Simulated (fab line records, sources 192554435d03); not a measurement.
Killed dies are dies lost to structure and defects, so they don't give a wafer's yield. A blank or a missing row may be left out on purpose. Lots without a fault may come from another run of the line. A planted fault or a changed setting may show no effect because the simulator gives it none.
fab line records | flow n5_finfet
record lots=6 wafers=18 last_day=17
route steps=1938 shown SD_ACTIVATION@331 ILD0@335 BEOL_M4@1111
lots that met no fault: from a run of the same line without faults
start_h: hours from the record's first day to the start of the lot's first wafer shown | wait_h: hours since the lot's step before | " the same as in the row above | L1.1+2: a row that stands for several wafers | - no value, or no start given | * or withheld: withheld | < > ~ a bound
route shown NAME@n: a module of which the file shows steps, and the number in the route of the first | usual: mean/standard deviation of fault-free wafers | same: alike in all rows | chamber/n: place in a boat | sites: the reading at each site | _std_site: their standard deviation | _edge_site: outer sites' mean less inner sites' | radius_mm: how far each site lies from the wafer's centre | mask NAME#n: copy n | behind: the tool/chamber that last shaped the wafer | hold: why the lot was held/for how many hours/how that ended | device: the transistor (n, p or np) that didn't switch | end of line: the same wafers' tests at the end of the route | a step without rows: its recipe alone | killed: dies lost to structure and defects at the first sort, not the wafer's yield | map: a wafer's dies, x killed, . not, _ none there
set.NAME: the setting as run; set.NAME@STEP: as run at that earlier step | model.NAME: the simulator's own value behind a step, which no gauge read
lots at some steps of the route; a table a step, a row a wafer
services: from which hour (start_h, from the record's first day; less than 0 if before it) a tool's chamber was out of use, for how many hours, and why
## steps
# step N5_SD_ACTIVATION_LSA_01
# recipe temp_c=1080 time_s=0.0008 ambient=N2
# usual wafer_temp_C_max=1086.8/2
# columns lot.wafer tool chamber start_h wait_h wafer_temp_C_max
L915.1 laser_anneal-01 0 68.13 0.2 1085.8
L915.3 " 0 " " 1084.9
L915.4 " 0 " " 1088.1
L917.2 laser_anneal-01 0 83.51 0.2 1089.2
L917.4 " 0 " " 1088.2
L917.5 " 0 " " 1088.6
L919.2 laser_anneal-01 0 94.08 0.2 1087.3
L919.3 " 0 " " 1091.3
L919.6 " 0 " " 1089.1
L927.3 laser_anneal-01 0 142.87 0.2 1087.2
L927.5 " 0 " " 1088.6
L927.6 " 0 " " 1087.3
L935.1 laser_anneal-01 0 190.65 0.2 1088.3
L935.5 " 0 " " 1087.7
L935.6 " 0 " " 1088.7
L936.1 laser_anneal-02 0 195.18 0.2 1084.5
L936.4 " 0 " " 1085.5
L936.5 " 0 " " 1085.8
# step N5_SD_ACTIVATION_RS_MEAS_03
# recipe thk_meas_gauge=four-point-probe
# usual RS_SD_N=22.0/0.33 RS_SD_P=56.2/0.92
# columns lot.wafer tool chamber start_h wait_h RS_SD_N[ohm/sq] RS_SD_P[ohm/sq]
L915.1 film_metro-02 - 68.35 0.2 21.7 56.2
L915.3 " - " " 21.9 56.9
L915.4 " - " " 22.0 56.7
L917.2 film_metro-02 - 83.70 0.2 22.9 56.3
L917.4 " - " " 22.4 56.8
L917.5 " - " " 22.7 55.7
L919.2 film_metro-01 - 94.27 0.2 22.3 56.2
L919.3 " - " " 21.8 55.0
L919.6 " - " " 22.1 56.2
L927.3 film_metro-01 - 143.05 0.2 22.0 55.0
L927.5 " - " " 22.4 54.8
L927.6 " - " " 21.9 54.7
L935.1 film_metro-02 - 190.86 0.2 22.2 56.2
L935.5 " - " " 22.4 55.9
L935.6 " - " " 22.0 56.3
L936.1 film_metro-02 - 195.38 0.2 21.5 56.3
L936.4 " - " " 21.4 55.9
L936.5 " - " " 21.4 56.0
# step N5_SD_ACTIVATION_INSPECT_02
# recipe inspect_instrument=darkfield mode=post_anneal
# usual raw_defect_count=177/37
# columns lot.wafer tool chamber start_h wait_h raw_defect_count
L915.1 defect_inspect-01 - 68.67 0.2 185
L915.3 " - " " 134
L915.4 " - " " 154
L917.2 defect_inspect-02 - 84.00 0.1 277
L917.4 " - " " 238
L917.5 " - " " 218
L919.2 defect_inspect-01 - 94.58 0.1 147
L919.3 " - " " 120
L919.6 " - " " 194
L927.3 defect_inspect-01 - 143.34 0.1 162
L927.5 " - " " 159
L927.6 " - " " 172
L935.1 defect_inspect-02 - 191.19 0.2 218
L935.5 " - " " 216
L935.6 " - " " 178
L936.1 defect_inspect-01 - 195.71 0.2 130
L936.4 " - " " 146
L936.5 " - " " 163
# step N5_ILD0_LINER_00
# recipe material=SiNx target_thk_a=40 temp_c=400 ald_precursor_family=SiH2I2 ald_co_reactant=N2/H2-plasma pulse_time_s=1 purge_time_s=2 co_reactant_purge_time_s=2 ald_cycles=80 pressure_torr=2
# usual heater_power_w=862/91 precursor_pulse_height_rel=0.998/0.02
# columns lot.wafer tool chamber start_h wait_h heater_power_w precursor_pulse_height_rel
L915.1 ald_sin-03 3 69.10 0.4 943 1.005
L915.3 " 1 " " 913 0.982
L915.4 " 2 " " 908 1.034
L917.2 ald_sin-01 3 84.04 0.0 728 1.005
L917.4 " 0 " " 859 1.031
L917.5 " 3 " " 706 0.988
L919.2 ald_sin-01 3 94.94 0.4 728 0.987
L919.3 " 1 " " 826 1.012
L919.6 " 3 " " 746 0.996
L927.3 ald_sin-02 1 143.50 0.2 837 0.999
L927.5 " 2 " " 827 1.011
L927.6 " 1 " " 833 1.001
L935.1 ald_sin-02 1 191.23 0.0 856 1.012
L935.5 " 2 " " 854 1.022
L935.6 " 1 " " 852 1.015
L936.1 ald_sin-03 3 196.66 1.0 937 0.999
L936.4 " 1 " " 911 1.015
L936.5 " 1 " " 929 0.989
# step N5_ILD0_FCVD_FILL_01
# recipe material=SiO2_flowable target_thk_a=2000 temp_c=100 pressure_torr=0.8 rf_w=2000 time_s=328.3
# step N5_ILD0_CURE_02
# recipe temp_c=450 time_s=1800 ambient=steam idle_temp_c=400 ramp_up_c_per_min=5 ramp_down_c_per_min=3 densification_p_h2o_torr=640
# step N5_ILD0_CMP_03
# recipe stop_on=SiNx t_overpolish_s=1.9 post_cmp_clean=alkaline_brush down_force_psi=4.1491 platen_rpm=51.796 pad_velocity_m_s=1.0306 target_thk_nm=197.38
# usual motor_current_A=12.0/1.3 overpolish_run_s=1.900/0.0092 time_to_endpoint_s=72/4.7
# columns lot.wafer tool chamber start_h wait_h motor_current_A overpolish_run_s time_to_endpoint_s
L915.4 cmp-01 2 71.46 0.0 15.4 1.893 72
L915.3 " 3 " " 12.5 1.905 68
L915.1 " 0 " " 10.9 1.902 63
L917.2 cmp-01 0 86.48 0.1 11.0 1.900 68
L917.4 " 1 " " 11.6 1.901 70
L917.5 " 3 " " 11.3 1.903 74
L919.2 cmp-01 0 97.30 0.0 10.9 1.901 68
L919.3 " 3 " " 11.6 1.890 75
L919.6 " 1 " " 12.8 1.902 67
L927.3 cmp-01 0 146.11 0.1 11.7 1.901 71
L927.6 " 3 " " 12.0 1.902 76
L927.5 " 0 " " 10.9 1.888 71
L935.1 cmp-03 0 193.60 0.0 10.7 1.902 66
L935.5 " 0 " " 10.6 1.914 67
L935.6 " 1 " " 11.4 1.901 63
L936.4 cmp-01 3 199.04 0.0 12.1 1.896 73
L936.1 " 1 " " 12.3 1.902 69
L936.5 " 0 " " 10.7 1.909 69
# step N5_ILD0_THK_MEAS_04
# usual thk_nm=197.3/1.2
# columns lot.wafer tool chamber start_h wait_h thk_nm
L915.1 film_metro-01 - 71.76 - 195.8
L915.3 " - " " 196.9
L915.4 " - " " 198.8
L917.2 film_metro-02 - 86.70 - 197.3
L917.4 " - " " 198.1
L917.5 " - " " 198.0
L919.2 film_metro-02 - 97.59 - 196.9
L919.3 " - " " 198.3
L919.6 " - " " 196.1
L927.3 film_metro-02 - 146.36 - 197.2
L927.5 " - " " 197.4
L927.6 " - " " 198.2
L935.1 film_metro-01 - 193.89 - 198.1
L935.5 " - " " 198.1
L935.6 " - " " 197.9
L936.1 film_metro-01 - 199.33 - 197.1
L936.4 " - " " 198.2
L936.5 " - " " 197.4
# step N5_ILD0_CMP_07
# recipe stop_on=poly-Si material=SiO2_flowable t_overpolish_s=1.18 post_cmp_clean=alkaline_brush down_force_psi=4.1491 platen_rpm=51.796 pad_velocity_m_s=1.0306 target_thk_nm=138.88
# usual motor_current_A=11.7/1.2
# columns lot.wafer tool chamber start_h wait_h motor_current_A
L915.1 cmp-03 0 71.79 0.0 10.1
L915.3 " 2 " " 13.2
L915.4 " 3 " " 12.2
L917.4 cmp-02 3 86.81 0.1 12.7
L917.2 " 0 " " 12.2
L917.5 " 1 " " 9.5
L919.3 cmp-03 2 97.70 0.1 13.1
L919.2 " 3 " " 11.1
L919.6 " 0 " " 10.6
L927.3 cmp-03 0 146.49 0.1 10.6
L927.6 " 3 " " 11.0
L927.5 " 0 " " 10.6
L935.1 cmp-03 0 194.00 0.1 10.6
L935.6 " 2 " " 13.0
L935.5 " 3 " " 11.8
L936.1 cmp-03 1 199.40 0.1 11.3
L936.4 " 2 " " 12.9
L936.5 " 0 " " 11.0
# step N5_ILD0_THK_MEAS_08
# usual thk_nm=138.7/1.3
# columns lot.wafer tool chamber start_h wait_h thk_nm
L915.1 film_metro-02 - 72.08 - 138.3
L915.3 " - " " 140.0
L915.4 " - " " 138.9
L917.2 film_metro-02 - 87.02 - 137.8
L917.4 " - " " 139.4
L917.5 " - " " 136.9
L919.2 film_metro-02 - 97.92 - 138.4
L919.3 " - " " 140.5
L919.6 " - " " 138.1
L927.3 film_metro-02 - 146.75 - 138.1
L927.5 " - " " 138.3
L927.6 " - " " 138.5
L935.1 film_metro-01 - 194.21 - 138.2
L935.5 " - " " 138.6
L935.6 " - " " 139.3
L936.1 film_metro-02 - 199.66 - 139.1
L936.4 " - " " 140.5
L936.5 " - " " 139.2
# step N5_ILD0_PRECLEAN_10
# recipe chemistry=NF3:NH3 afs_cycles=5 time_s=20 temp_c=30 sublimation_temp_c=180 sublimation_time_s=60 pressure_torr=3 rf_power_w=30
# step N5_ILD0_ALD_15
# recipe material=SiNx target_thk_a=240 temp_c=400 ald_precursor_family=SiH2I2 ald_co_reactant=N2/H2-plasma pulse_time_s=1 ald_cycles=480 purge_time_s=2 co_reactant_purge_time_s=2 pressure_torr=2
# usual ald_cycles=480/0 heater_power_w=846/87 precursor_pulse_height_rel=1.001/0.022
# columns lot.wafer tool chamber start_h wait_h ald_cycles heater_power_w precursor_pulse_height_rel model.SiNx_of_ILD0_ALD_15.thk_nm
L915.1 ald_sin-02 1 72.80 0.6 480 844 1.018 24.2
L915.3 " 3 " " 480 957 0.999 24
L915.4 " 0 " " 480 852 0.942 24
L917.2 ald_sin-01 3 87.87 0.6 462 721 1.001 23
L917.4 " 1 " " 462 819 0.964 23.4
L917.5 " 1 88.96 1.3 462 834 1.002 23.2
L919.2 ald_sin-01 1 98.64 0.5 462 813 0.981 23.2
L919.3 " 0 " " 462 855 0.980 23
L919.6 " 1 99.72 1.1 462 806 0.993 23.2
L927.3 ald_sin-02 1 147.47 0.4 480 830 1.016 23.8
L927.5 " 0 148.55 1.2 480 809 0.978 24
L927.6 " 3 " " 480 917 1.009 23.8
L935.1 ald_sin-01 1 194.93 0.6 480 834 1.021 24
L935.5 " 2 196.02 1.2 480 667 0.947 24
L935.6 " 1 " " 480 805 1.022 24.2
L936.1 ald_sin-03 0 200.37 0.6 480 1031 1.024 24
L936.4 " 1 " " 480 943 1.009 24.2
L936.5 " 2 201.46 1.2 480 918 1.020 24.2
# step N5_ILD0_CMP_12
# recipe stop_on=poly-Si material=SiNx t_overpolish_s=6 post_cmp_clean=alkaline_brush down_force_psi=2.5 platen_rpm=51.8 pad_velocity_m_s=1.0307 target_thk_nm=17.67
# usual motor_current_A=8.6/0.89 overpolish_run_s=6.001/0.009 time_to_endpoint_s=27.8/2.8
# columns lot.wafer tool chamber start_h wait_h motor_current_A overpolish_run_s time_to_endpoint_s
L915.4 cmp-01 3 75.04 1.2 8.6 6.013 31.9
L915.1 " 0 " " 8.1 5.997 27.7
L915.3 " 1 " " 8.5 5.996 25.6
L917.4 cmp-02 0 90.07 1.1 9.2 5.997 24.7
L917.2 " 1 " " 7.3 5.993 24.8
L917.5 " 1 " " 7.3 6.013 23.8
L919.3 cmp-02 3 100.87 1.2 9.8 5.995 28.5
L919.2 " 1 " " 7.4 6.002 19.0
L919.6 " 3 " " 9.4 5.993 23.9
L927.3 cmp-02 2 149.67 1.1 8.5 6.015 28.9
L927.6 " 2 " " 7.9 5.994 26.3
L927.5 " 3 " " 9.2 6.000 29.9
L935.1 cmp-03 0 197.17 1.2 7.5 6.006 27.0
L935.5 " 3 " " 8.4 5.985 28.6
L935.6 " 0 " " 7.6 5.990 29.0
L936.4 cmp-03 3 202.57 1.1 8.3 5.998 25.7
L936.1 " 2 " " 9.8 6.007 30.5
L936.5 " 0 " " 7.9 5.986 29.5
# step N5_BEOL_M4_RC_MEAS_101
# usual DIBL_N=36.3/1.6 DIBL_P=36.2/2.1 IOFF_N=0.16/0.031 IOFF_P=0.21/0.034 ION_N=673/11 ION_P=461/7.4 SS_N=71.6/0.55 SS_P=73.3/0.66 VT_N=251/3.2 VT_P=-251/3.5
# columns lot.wafer tool chamber start_h wait_h DIBL_N[mV/V] DIBL_P[mV/V] IOFF_N[nA/um] IOFF_P[nA/um] ION_N[uA/um] ION_P[uA/um] SS_N[mV/dec] SS_P[mV/dec] VT_N[mV] VT_P[mV]
L915.1 prober-02 0 163.10 0.0 34.0 35.9 0.15 0.20 683 466 70.8 72.9 250 -253
L915.3 " 0 " " 36.2 37.4 0.18 0.22 682 456 71.5 73.7 249 -251
L915.4 " 0 " " 36.6 39.3 0.19 0.25 669 461 71.9 73.8 247 -249
L917.2 prober-02 0 185.20 0.2 34.9 34.7 0.14 0.20 666 457 71.0 72.7 253 -249
L917.4 " 0 " " 35.7 36.1 0.14 0.22 671 463 71.3 73.4 255 -248
L917.5 " 0 " " 34.6 34.3 0.13 0.19 663 460 70.6 73.1 254 -250
L919.2 prober-01 0 193.02 0.2 35.0 34.1 0.14 0.19 672 462 71.0 72.7 250 -249
L919.3 " 0 " " 38.4 39.1 0.21 0.28 685 472 71.8 74.4 246 -246
L919.6 " 0 " " 37.5 37.5 0.19 0.24 679 470 71.8 73.2 246 -246
L927.3 prober-01 0 246.02 0.3 35.5 35.6 0.15 0.19 667 454 71.3 72.9 250 -252
L927.5 " 0 " " 35.4 35.9 0.14 0.20 669 459 71.9 72.6 250 -252
L927.6 " 0 " " 35.8 36.9 0.16 0.22 670 464 71.9 72.9 249 -250
L935.1 prober-01 0 295.50 0.0 34.2 32.4 0.10 0.14 655 453 71.4 71.8 259 -256
L935.5 " 0 " " 38.0 36.4 0.15 0.20 663 455 72.2 73.5 251 -252
L935.6 " 0 " " 34.3 32.8 0.11 0.14 668 458 71.3 72.1 257 -257
L936.1 prober-01 0 297.85 0.0 35.5 35.7 0.15 0.17 680 464 71.4 72.9 250 -256
L936.4 " 0 " " 37.2 38.6 0.20 0.23 682 467 71.6 74.1 247 -250
L936.5 " 0 " " 38.1 39.8 0.20 0.25 686 470 72.0 74.1 247 -250
## services
# columns tool chamber start_h hours kind
laser_anneal-02 - 45.99 2.4 pm
cmp-01 - 54.84 0.5 repair
ald_sin-01 2 60.29 9.5 repair
cmp-03 - 60.63 3.7 repair
laser_anneal-02 - 71.46 3.9 repair
ald_sin-01 1 79.30 4.7 repair
ald_sin-01 - 79.79 1.8 repair
ald_sin-02 - 85.44 14.0 pm
ald_sin-02 0 104.27 2.5 repair
cmp-03 - 111.24 4.0 pm
cmp-03 - 115.24 - consumable_replace:conditioner
cmp-02 - 134.22 4.5 pm
cmp-03 - 134.79 3.7 pm
ald_sin-01 2 137.36 3.6 repair
cmp-03 - 142.53 0.3 repair
laser_anneal-02 - 146.07 21.6 pm
ald_sin-03 0 150.53 8.9 repair
cmp-01 - 167.23 2.6 repair
laser_anneal-01 - 175.95 3.4 repair
cmp-01 - 176.94 11.4 pm
laser_anneal-02 - 185.56 2.4 repair
cmp-02 - 188.39 11.7 pm
laser_anneal-01 - 192.34 3.0 pm
cmp-02 - 200.59 4.0 pm
## key
first_sign step=N5_ILD0_ALD_15 reading=ald_cycles direction=down sigmas=99+ usual=* struck=*
effect none on later readings
model_effect step=N5_ILD0_ALD_15 value=SiNx_of_ILD0_ALD_15.thk_nm without=24.03 struck=23.17
met_at N5_ILD0_ALD_15
struck_wafers L917.2,L917.4,L917.5,L919.2,L919.3,L919.6
fault kind=process_parameter_drift tool=ald_sin-01 chamber=- onset_h=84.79 steps=N5_ILD0_ALD_15 channel=ald_cycles offset=* shape=step end_h=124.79 acts_in=* stated=*
